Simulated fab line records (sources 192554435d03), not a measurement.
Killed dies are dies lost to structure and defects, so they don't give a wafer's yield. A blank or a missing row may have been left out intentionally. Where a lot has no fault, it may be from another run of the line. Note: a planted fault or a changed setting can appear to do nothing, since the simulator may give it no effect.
fab line records	flow n5_finfet	part 1 of 2: steps 1 to 17 of 25
[record] lots = 5	wafers = 15	last_day = 16
route steps=1938 shown SDB@356 DUMMY_REMOVAL@377
lots that met no fault: from a run of the same line without faults
start_h: start of the lot's first displayed wafer, in hours after the record's first day	wait_h: hours elapsed since this lot's preceding step	" same as the row above	L1.1+2: several wafers, shown together as one row	- no value present, or no start provided	* or withheld: withheld	< > ~ a bound
route shown NAME@n: names a module that has steps shown in the file, with the first one's number in the route	usual: mean and standard deviation over wafers with no fault	same: alike in all rows	chamber/n: place in a boat	sites: per-site readings	_std_site: standard deviation of those values	_edge_site: inner sites' mean taken away from outer sites' mean	radius_mm: for every site, how far away it sits from the centre of the wafer	mask NAME#n: copy n	behind: the last tool/chamber to shape the wafer	hold: reason for holding the lot/hours on hold/outcome of the hold	device: transistor that didn't switch, given as n, p or np	end of line: the same wafers' tests at the end of the route	where a step has no rows: the recipe by itself	killed: count of dies lost to structure and defects at first sort (not the wafer's yield)	map: per-die view of a wafer (x killed, . not killed, _ where there is no die)
set.NAME: setting as actually run; set.NAME@STEP: the setting as run at that earlier step	model.NAME: the simulator's own value behind a step, which no gauge read
lots at some steps of the route; a table a step, a row a wafer
services: from which hour (start_h, from the record's first day; less than 0 if before it) a tool's chamber was out of use, for how many hours, and why
[[steps]]
[step N5_SDB_CD_MEAS_11]
[recipe] target_cd_nm = 50	landing_energy_ev = 500	detector = se_inlens	polarity = opening
[usual] cd_nm = 50.2/1.1
lot.wafer	tool	chamber	start_h	wait_h	cd_nm
L076.4	cd_sem-03	0	79.18	-	48.3
L076.5	"	0	"	"	47.1
L076.6	"	0	"	"	47.8
L081.1	cd_sem-03	0	108.57	-	49.5
L081.5	"	0	"	"	50.5
L081.6	"	0	"	"	49.6
L089.2	cd_sem-03	0	155.36	-	49.7
L089.4	"	0	"	"	49.8
L089.6	"	0	"	"	49.7
L092.3	cd_sem-02	0	176.46	-	51.7
L092.4	"	0	"	"	50.1
L092.5	"	0	"	"	51.9
L093.2	cd_sem-01	0	179.79	-	51.7
L093.5	"	0	"	"	50.2
L093.6	"	0	"	"	50.7
[step N5_SDB_OVL_MEAS_12]
[recipe] points_per_wafer = 44
[usual] SDB_OVL = -0.1/0.67
lot.wafer	tool	chamber	start_h	wait_h	SDB_OVL[nm]
L076.4	overlay-01	0	79.20	0.0	1.1
L076.5	"	0	"	"	-0.3
L076.6	"	0	"	"	0.1
L081.1	overlay-02	0	108.60	0.0	-0.1
L081.5	"	0	"	"	-0.2
L081.6	"	0	"	"	-0.3
L089.2	overlay-02	0	155.39	0.0	-0.9
L089.4	"	0	"	"	-0.6
L089.6	"	0	"	"	0.2
L092.3	overlay-02	0	176.49	0.0	0.6
L092.4	"	0	"	"	-0.5
L092.5	"	0	"	"	0.1
L093.2	overlay-01	0	179.82	0.0	-0.9
L093.5	"	0	"	"	-1.7
L093.6	"	0	"	"	0.5
[step N5_SDB_INSPECT_13]
[recipe] mode = adi	inspect_instrument = brightfield
[usual] raw_defect_count = 71/33
lot.wafer	tool	chamber	start_h	wait_h	raw_defect_count
L076.4	defect_inspect-02	-	79.23	0.0	67
L076.5	"	-	"	"	50
L076.6	"	-	"	"	66
L081.1	defect_inspect-02	-	108.62	0.0	56
L081.5	"	-	"	"	65
L081.6	"	-	"	"	53
L089.2	defect_inspect-02	-	155.41	0.0	75
L089.4	"	-	"	"	77
L089.6	"	-	"	"	122
L092.3	defect_inspect-02	-	176.51	0.0	69
L092.4	"	-	"	"	78
L092.5	"	-	"	"	52
L093.2	defect_inspect-02	-	179.85	0.0	61
L093.5	"	-	"	"	79
L093.6	"	-	"	"	40
[step N5_SDB_DESCUM_16]
[recipe] chemistry = O2	time_s = 7.9	source_power_w = 50	bias_power_w = 20	pressure_mtorr = 20	rf_frequency_hz = 2.712e+07	temp_c = 40	resist = CAR-ArF	o2_flow_sccm = 225
[usual] drypump_motor_current_A = 5.7/0.49	oes_product_au = 0.82/0.099	rf_fwd_power_W = 49.43/0.24	rf_vpp_V = 243.0/1.3	showerhead_plenum_p_Torr = 2.09/0.061	throttle_valve_pct = 20.41/0.21
lot.wafer	tool	chamber	start_h	wait_h	drypump_motor_current_A	oes_product_au	rf_fwd_power_W	rf_hours_counter_h	rf_vpp_V	showerhead_plenum_p_Torr	throttle_valve_pct
L076.4	rie_diel-03	0	79.28	0.0	5.5	0.69	49.76	-	241.4	1.99	20.31
L076.5	"	3	"	"	5.6	0.87	49.17	-	245.4	2.21	20.32
L076.6	"	1	"	"	6.8	0.69	49.37	-	242.3	2.07	20.78
L081.1	rie_diel-01	3	108.66	0.0	5.2	0.92	49.77	25	242.2	2.06	20.51
L081.5	"	2	"	"	5.8	0.72	49.10	-	242.1	2.07	20.77
L081.6	"	3	"	"	5.2	0.90	49.80	-	241.7	2.06	20.51
L089.2	rie_diel-03	3	156.38	1.0	5.7	0.85	49.25	86	245.9	2.20	20.36
L089.4	"	2	"	"	5.9	0.89	49.35	24	244.3	2.06	20.41
L089.6	"	1	"	"	6.8	0.94	49.46	-	242.1	2.07	20.38
L092.3	rie_diel-05	0	176.55	0.0	5.5	0.83	49.39	65	245.7	2.22	20.12
L092.4	"	1	"	"	5.5	0.73	49.67	197	241.9	2.06	20.71
L092.5	"	3	"	"	5.6	0.72	49.39	-	241.6	2.08	20.51
L093.2	rie_diel-01	0	179.93	0.1	5.1	0.83	48.91	72	242.8	2.05	20.25
L093.5	"	3	"	"	5.2	0.86	49.74	-	243.1	2.05	20.55
L093.6	"	2	"	"	5.8	0.71	49.23	-	241.5	2.06	20.81
[step N5_SDB_ETCH_17]
[recipe] chemistry = CF4	target = SiARC	target_depth_a = 234	mask_material = CAR-ArF	time_s = 39	ion_energy_ev = 80	pressure_mtorr = 40	source_w = 545	bias_w = 36	Ar_flow_sccm = 100	cf4_flow_sccm = 100	ends = cleared
[usual] drypump_motor_current_A = 5.7/0.49	etch_rf_on_time_s = 38.6/0.92	oes_product_au = 0.70/0.085	rf_fwd_power_W = 535/3.1	rf_vpp_V = 184.0/1.2	showerhead_plenum_p_Torr = 2.13/0.064	throttle_valve_pct = 15.57/0.26
lot.wafer	tool	chamber	start_h	wait_h	drypump_motor_current_A	etch_rf_on_time_s	oes_product_au	rf_fwd_power_W	rf_hours_counter_h	rf_vpp_V	showerhead_plenum_p_Torr	throttle_valve_pct
L076.4	rie_diel-03	0	79.31	0.0	5.5	39.2	0.59	542	-	182.0	2.03	15.51
L076.5	"	3	"	"	5.6	38.8	0.74	534	-	186.1	2.26	15.51
L076.6	"	1	"	"	6.7	38.5	0.59	536	-	184.5	2.11	15.91
L081.1	rie_diel-01	3	108.69	0.0	5.2	39.1	0.75	538	25	184.9	2.09	15.50
L081.5	"	2	"	"	5.8	39.3	0.61	534	-	183.3	2.12	15.98
L081.6	"	3	"	"	5.2	39.0	0.76	539	-	182.7	2.09	15.51
L089.2	rie_diel-03	3	156.42	0.0	5.6	38.9	0.71	533	86	185.6	2.25	15.58
L089.4	"	2	"	"	5.9	37.7	0.77	532	24	183.7	2.10	15.44
L089.6	"	1	"	"	6.7	37.4	0.82	533	-	184.1	2.10	15.42
L092.3	rie_diel-05	0	176.59	0.0	5.5	40.0	0.69	531	65	186.2	2.24	15.15
L092.4	"	1	"	"	5.5	39.5	0.62	538	197	183.3	2.14	16.12
L092.5	"	3	"	"	5.6	38.3	0.63	533	-	184.2	2.14	15.74
L093.2	rie_diel-01	0	179.96	0.0	5.1	38.1	0.71	533	72	183.5	2.09	15.35
L093.5	"	3	"	"	5.2	38.7	0.73	540	-	182.8	2.08	15.55
L093.6	"	2	"	"	5.8	39.2	0.60	532	-	182.1	2.11	16.05
[step N5_SDB_ETCH_18]
[recipe] chemistry = N2/H2	target = SOC	target_depth_a = 1000	overetch_a = 200	mask_material = SiARC	temp_c = 40	time_s = 150	ion_energy_ev = 200	pressure_mtorr = 30	source_w = 840	bias_w = 150	n2_flow_sccm = 200	h2_flow_sccm = 200
[usual] drypump_motor_current_A = 5.7/0.49	h2_flow_sccm = 199.9/0.65	n2_flow_sccm = 200.1/0.6	oes_product_au = 0.73/0.079	rf_fwd_power_W = 837.4/2.4	rf_vpp_V = 523.6/2.4	showerhead_plenum_p_Torr = 2.53/0.086	throttle_valve_pct = 17.80/0.29
lot.wafer	tool	chamber	start_h	wait_h	drypump_motor_current_A	h2_flow_sccm	n2_flow_sccm	oes_product_au	rf_fwd_power_W	rf_hours_counter_h	rf_vpp_V	showerhead_plenum_p_Torr	throttle_valve_pct
L076.4	rie_diel-03	0	79.39	0.1	5.5	200.6	200.6	0.62	838.3	-	520.4	2.41	17.78
L076.5	"	3	"	"	5.7	200.4	200.2	0.77	838.1	-	527.5	2.70	17.88
L076.6	"	1	"	"	6.8	199.9	200.6	0.63	835.3	-	522.8	2.49	18.00
L081.1	rie_diel-01	3	108.73	0.0	5.2	199.3	199.8	0.79	837.6	25	522.6	2.49	17.71
L081.5	"	2	"	"	5.8	199.4	200.6	0.64	835.4	-	523.1	2.54	18.37
L081.6	"	3	"	"	5.2	199.4	200.6	0.79	838.3	-	523.2	2.49	17.71
L089.2	rie_diel-03	3	156.45	0.0	5.7	200.7	199.0	0.75	839.4	86	527.6	2.69	17.91
L089.4	"	2	"	"	5.9	199.2	198.6	0.78	840.3	24	521.3	2.48	17.64
L089.6	"	1	"	"	6.8	200.1	199.8	0.83	836.5	-	522.9	2.48	17.58
L092.3	rie_diel-05	0	176.62	0.0	5.5	200.8	201.4	0.73	839.7	65	527.2	2.67	17.35
L092.4	"	1	"	"	5.5	198.9	199.4	0.66	840.8	197	523.8	2.51	18.18
L092.5	"	3	"	"	5.6	200.5	201.2	0.65	839.4	-	524.5	2.53	17.95
L093.2	rie_diel-01	0	180.00	0.0	5.1	200.1	200.5	0.73	833.2	72	522.0	2.47	17.44
L093.5	"	3	"	"	5.2	200.6	200.5	0.75	840.1	-	522.3	2.48	17.75
L093.6	"	2	"	"	5.8	200.6	199.4	0.63	838.5	-	522.7	2.53	18.43
[step N5_SDB_STRIP_19]
[recipe] chemistry = N2/H2	temp_c = 40	n2_flow_sccm = 200	h2_flow_sccm = 200	rf_frequency_hz = 6e+07
lot.wafer	tool	chamber	start_h	wait_h
L076.4+5+6	rie_diel-03	0,3,1	79.46	0.0
L081.1+5+6	rie_diel-01	3,2,3	108.86	0.1
L089.2+4+6	rie_diel-03	3,2,1	156.58	0.1
L092.3+4+5	rie_diel-05	0,1,3	176.75	0.1
L093.2+5+6	rie_diel-01	0,3,2	180.13	0.1
[step N5_SDB_STRIP_21]
[recipe] chemistry = CF4	resist = SiARC	power_w = 300	bias_power_w = 75	pressure_mtorr = 50	cf4_flow_sccm = 150	rf_frequency_hz = 6e+07
[usual] drypump_motor_current_A = 5.7/0.49	oes_product_au = 0.80/0.087	rf_fwd_power_W = 292.8/1.1	rf_vpp_V = 270.9/1.4	showerhead_plenum_p_Torr = 1.79/0.053	throttle_valve_pct = 13.54/0.27
lot.wafer	tool	chamber	start_h	wait_h	drypump_motor_current_A	oes_product_au	rf_fwd_power_W	rf_hours_counter_h	rf_vpp_V	showerhead_plenum_p_Torr	throttle_valve_pct
L076.4	rie_diel-03	0	79.48	0.0	5.5	0.70	295.6	-	268.9	1.70	13.50
L076.5	"	3	"	"	5.6	0.85	291.6	-	273.9	1.89	13.49
L076.6	"	1	"	"	6.7	0.69	292.5	-	270.5	1.78	13.97
L081.1	rie_diel-01	3	108.87	0.0	5.2	0.87	294.4	25	269.4	1.74	13.39
L081.5	"	2	"	"	5.8	0.71	292.3	-	270.6	1.78	13.98
L081.6	"	3	"	"	5.2	0.88	294.3	-	269.5	1.74	13.41
L089.2	rie_diel-03	3	156.59	0.0	5.6	0.83	293.5	86	273.2	1.89	13.54
L089.4	"	2	"	"	5.9	0.87	294.2	24	271.3	1.76	13.41
L089.6	"	1	"	"	6.7	0.92	291.5	-	269.6	1.78	13.42
L092.3	rie_diel-05	0	176.76	0.0	5.5	0.81	293.4	66	273.3	1.88	13.15
L092.4	"	1	"	"	5.5	0.72	293.9	197	270.8	1.79	14.12
L092.5	"	3	"	"	5.6	0.72	291.9	-	272.7	1.78	13.70
L093.2	rie_diel-01	0	180.14	0.0	5.1	0.80	293.8	72	270.3	1.76	13.31
L093.5	"	3	"	"	5.2	0.84	293.6	-	269.5	1.74	13.47
L093.6	"	2	"	"	5.8	0.69	293.5	-	271.3	1.77	14.07
[step N5_SDB_HM_OPEN_20]
[recipe] chemistry = CH3F/O2	target = SiNx	mask_material = SOC	target_depth_a = 240	stop_on = poly-Si	over_etch_frac = 0.4	ion_energy_ev = 120	pressure_mtorr = 30	source_w = 395	bias_w = 73	Ar_flow_sccm = 150	CH3F_flow_sccm = 30	O2_flow_sccm = 20
[usual] CH3F_flow_sccm = 29.99/0.091	drypump_motor_current_A = 5.7/0.49	oes_product_au = 0.66/0.073	rf_fwd_power_W = 392.4/1.4	rf_vpp_V = 301/4.6	showerhead_plenum_p_Torr = 1.99/0.063	throttle_valve_pct = 16.28/0.26
[same] over_etch_frac = 0.4
lot.wafer	tool	chamber	start_h	wait_h	CH3F_flow_sccm	drypump_motor_current_A	oes_product_au	rf_fwd_power_W	rf_hours_counter_h	rf_vpp_V	showerhead_plenum_p_Torr	throttle_valve_pct
L076.4	rie_diel-03	0	79.52	0.0	29.95	5.5	0.57	393.5	-	294	1.89	16.22
L076.5	"	3	"	"	30.25	5.6	0.71	393.4	-	303	2.11	16.26
L076.6	"	1	"	"	30.00	6.7	0.57	392.1	-	306	1.95	16.54
L081.1	rie_diel-01	3	108.89	0.0	29.96	5.2	0.71	391.9	25	304	1.96	16.31
L081.5	"	2	"	"	29.94	5.7	0.59	391.7	-	299	1.97	16.70
L081.6	"	3	"	"	29.99	5.2	0.72	392.1	-	304	1.96	16.30
L089.2	rie_diel-03	3	156.61	0.0	30.02	5.6	0.68	393.1	86	301	2.10	16.28
L089.4	"	2	"	"	30.04	5.9	0.74	391.6	24	307	1.95	16.17
L089.6	"	1	"	"	30.05	6.7	0.78	392.6	-	307	1.95	16.07
L092.3	rie_diel-05	0	176.78	0.0	29.99	5.5	0.68	391.6	66	302	2.09	15.89
L092.4	"	1	"	"	30.05	5.5	0.61	392.3	197	296	1.99	16.82
L092.5	"	3	"	"	29.93	5.6	0.61	391.1	-	289	2.00	16.52
L093.2	rie_diel-01	0	180.16	0.0	30.08	5.0	0.67	392.2	72	301	1.95	16.05
L093.5	"	3	"	"	30.09	5.2	0.70	394.7	-	305	1.95	16.37
L093.6	"	2	"	"	30.18	5.8	0.57	392.7	-	299	1.96	16.73
[step N5_SDB_STRIP_22]
[recipe] chemistry = N2/H2	power_w = 1000	temp_c = 250	h2_frac = 0.65	overash_fraction = 0.3	pressure_mtorr = withheld	n2_flow_sccm = 1750	h2_flow_sccm = 3250
[usual] drypump_motor_current_A = 5.62/0.29	h2_flow_sccm = 3249/10	heater_power_w = 373/22	n2_flow_sccm = 1750/5	oes_product_au = 0.714/0.0048	strip_time_to_endpoint_s = 96.0/0.47
[same] overash_fraction = 0.3
lot.wafer	tool	chamber	start_h	wait_h	drypump_motor_current_A	h2_flow_sccm	heater_power_w	n2_flow_sccm	oes_product_au	rf_hours_counter_h	strip_time_to_endpoint_s
L076.4	plasma_asher-02	1	79.61	0.1	5.73	3245	349	1750	0.710	-	96.0
L076.5	"	1	"	"	5.72	3258	350	1750	0.715	-	96.1
L076.6	"	0	"	"	5.85	3229	383	1737	0.713	-	95.8
L081.1	plasma_asher-02	0	109.00	0.1	5.85	3247	381	1749	0.704	98	96.0
L081.5	"	0	"	"	5.85	3245	383	1750	0.706	-	96.2
L081.6	"	1	"	"	5.72	3232	353	1742	0.721	-	95.5
L089.2	plasma_asher-01	1	156.70	0.1	5.09	3248	416	1755	0.706	53	95.9
L089.4	"	1	"	"	5.08	3256	400	1754	0.715	-	95.8
L089.6	"	1	"	"	5.09	3238	410	1761	0.716	-	95.7
L092.3	plasma_asher-02	1	176.90	0.1	5.72	3267	349	1748	0.712	-	96.6
L092.4	"	0	"	"	5.89	3252	385	1756	0.723	-	96.7
L092.5	"	1	"	"	5.68	3263	349	1750	0.719	-	96.6
L093.2	plasma_asher-02	0	180.24	0.1	5.88	3263	378	1745	0.719	112	95.9
L093.5	"	0	"	"	5.88	3258	373	1746	0.713	-	95.8
L093.6	"	1	"	"	5.72	3254	348	1748	0.715	-	96.4
[step N5_SDB_PRECLEAN_23]
[recipe] chemistry = dHF	time_s = 30	temp_c = 25	dilution = withheld
lot.wafer	tool	chamber	start_h	wait_h
L076.4+5+6	wet_bench-04	6,3,0	79.72	0.1
L081.1+5+6	wet_bench-06	7,6,0	109.15	0.1
L089.2+4+6	wet_bench-04	3,7,2	156.85	0.1
L092.3+4+5	wet_bench-04	6,0,1	177.01	0.1
L093.2+5+6	wet_bench-03	7,0,2	180.39	0.1
[step N5_SDB_DUMMY_REMOVE_24]
[recipe] chemistry = TMAH	temp_c = 70	target = poly-Si	stop_on = SiO2	target_depth_nm = 142	conc_wt_pct = 5	time_s = 57	dry = ipa_marangoni	rinse_time_s = 30	rinse_temp_c = 23
lot.wafer	tool	chamber	start_h	wait_h
L076.4+5+6	wet_bench-04	6,3,0	79.73	0.0
L081.1+5+6	wet_bench-06	7,6,0	109.16	0.0
L089.2+4+6	wet_bench-04	3,7,2	156.86	0.0
L092.3+4+5	wet_bench-04	6,0,1	177.02	0.0
L093.2+5+6	wet_bench-03	7,0,2	180.40	0.0
[step N5_SDB_ETCH_25]
[recipe] chemistry = C4F6/O2	target = SiO2	target_depth_a = 100	time_s = 3.3	ion_energy_ev = 250	mask_material = SiNx	pressure_mtorr = 30	source_w = 345	bias_w = 185	Ar_flow_sccm = 300	C4F6_flow_sccm = 10	O2_flow_sccm = 10
[usual] drypump_motor_current_A = 5.7/0.43	oes_product_au = 0.81/0.093	rf_fwd_power_W = 342.7/1.1	rf_vpp_V = 672/11	showerhead_plenum_p_Torr = 2.84/0.092	throttle_valve_pct = 21.12/0.27
lot.wafer	tool	chamber	start_h	wait_h	drypump_motor_current_A	oes_product_au	rf_fwd_power_W	rf_hours_counter_h	rf_vpp_V	showerhead_plenum_p_Torr	throttle_valve_pct
L076.4	rie_diel-03	0	80.64	0.9	5.5	0.69	343.0	-	660	2.70	20.98
L076.5	"	3	"	"	5.7	0.86	343.6	-	678	3.00	21.11
L076.6	"	2	"	"	5.9	1.00	342.5	-	689	2.79	21.05
L081.1	rie_diel-05	3	109.22	0.0	5.6	0.76	341.6	166	652	2.87	21.35
L081.5	"	0	"	"	5.5	0.84	342.0	-	678	2.98	20.62
L081.6	"	1	"	"	5.5	0.76	343.2	-	663	2.85	21.65
L089.2	rie_diel-01	0	156.92	0.0	5.1	0.84	342.0	64	672	2.78	20.87
L089.4	"	3	"	"	5.2	0.86	344.5	43	681	2.79	21.22
L089.6	"	3	"	"	5.2	0.85	342.8	-	681	2.79	21.23
L092.3	rie_diel-05	3	177.18	0.1	5.6	0.72	342.7	192	652	2.85	21.38
L092.4	"	2	"	"	6.1	0.69	343.7	225	667	2.92	21.29
L092.5	"	3	"	"	5.6	0.72	342.0	-	650	2.85	21.38
L093.2	rie_diel-01	3	180.99	0.6	5.2	0.85	343.8	51	681	2.78	21.24
L093.5	"	0	"	"	5.1	0.82	341.9	-	671	2.78	20.87
L093.6	"	1	"	"	5.6	0.91	344.5	-	664	2.88	20.72
[step N5_SDB_CUT_ETCH_26]
[recipe] chemistry = HBr/Cl2/O2	target = Si	target_depth_a = 1296	bt_time_s = 20	mask_material = SiNx	time_s = 51.8	ion_energy_ev = *	bias_w = *	pressure_mtorr = 10	icp_w = 800	HBr_flow_sccm = 150	Cl2_flow_sccm = 80	O2_flow_sccm = 12
[usual] drypump_motor_current_A = 5.6/0.49	oes_product_au = 1.000/0.017	rf_fwd_power_W = *	throttle_valve_pct = 37.1/0.44
[same] bt_time_s = 20
lot.wafer	tool	chamber	start_h	wait_h	drypump_motor_current_A	oes_product_au	rf_fwd_power_W	rf_hours_counter_h	throttle_valve_pct
L076.4	rie_si-06	0	80.69	0.0	5.1	1.015	*	162	37.5
L076.5	"	3	"	"	5.0	0.990	*	-	37.6
L076.6	"	2	"	"	5.7	0.971	*	-	36.7
L081.1	rie_si-04	1	109.31	0.1	5.7	1.011	*	97	37.8
L081.5	"	2	"	"	5.6	0.992	*	-	36.9
L081.6	"	1	"	"	5.7	1.001	*	-	37.8
L089.2	rie_si-02	1	157.01	0.1	5.8	0.994	*	152	37.6
L089.4	"	3	"	"	5.5	1.007	*	100	37.0
L089.6	"	3	"	"	5.5	1.000	*	-	37.0
L092.3	rie_si-06	1	177.26	0.1	5.8	1.023	*	93	37.2
L092.4	"	2	"	"	5.7	0.972	*	41	36.7
L092.5	"	3	"	"	5.0	0.991	*	-	37.6
L093.2	rie_si-02	0	181.07	0.1	6.5	0.994	*	135	37.0
L093.5	"	3	"	"	5.5	1.011	*	-	37.0
L093.6	"	0	"	"	6.5	0.994	*	-	37.0
[step N5_SDB_PRECLEAN_38]
[recipe] chemistry = dHF	time_s = 10	dilution = 750:1	temp_c = 25
lot.wafer	tool	chamber	start_h	wait_h
L076.4+5+6	wet_bench-03	5,0,1	80.81	0.1
L081.1+5+6	wet_bench-03	6,4,1	109.42	0.1
L089.2+4+6	wet_bench-04	7,2,4	157.12	0.1
L092.3+4+5	wet_bench-04	6,4,0	177.38	0.1
L093.2+5+6	wet_bench-06	3,1,7	181.19	0.1
[step N5_SDB_PRECLEAN_39]
[recipe] chemistry = O3/DIW	time_s = 45	temp_c = 22	o3_ppm = 10
lot.wafer	tool	chamber	start_h	wait_h
L076.4+5+6	wet_bench-03	5,0,1	80.81	0.0
L081.1+5+6	wet_bench-03	6,4,1	109.43	0.0
L089.2+4+6	wet_bench-04	7,2,4	157.13	0.0
L092.3+4+5	wet_bench-04	6,4,0	177.39	0.0
L093.2+5+6	wet_bench-06	3,1,7	181.20	0.0
[step N5_SDB_SRD_28]
[recipe] dry = ipa_marangoni	time_s = 30	temp_c = 23	rinse_liquid = diw
lot.wafer	tool	chamber	start_h	wait_h
L076.4+5+6	wet_bench-03	5,0,1	80.82	0.0
L081.1+5+6	wet_bench-03	6,4,1	109.44	0.0
L089.2+4+6	wet_bench-04	7,2,4	157.14	0.0
L092.3+4+5	wet_bench-04	6,4,0	177.40	0.0
L093.2+5+6	wet_bench-06	3,1,7	181.21	0.0
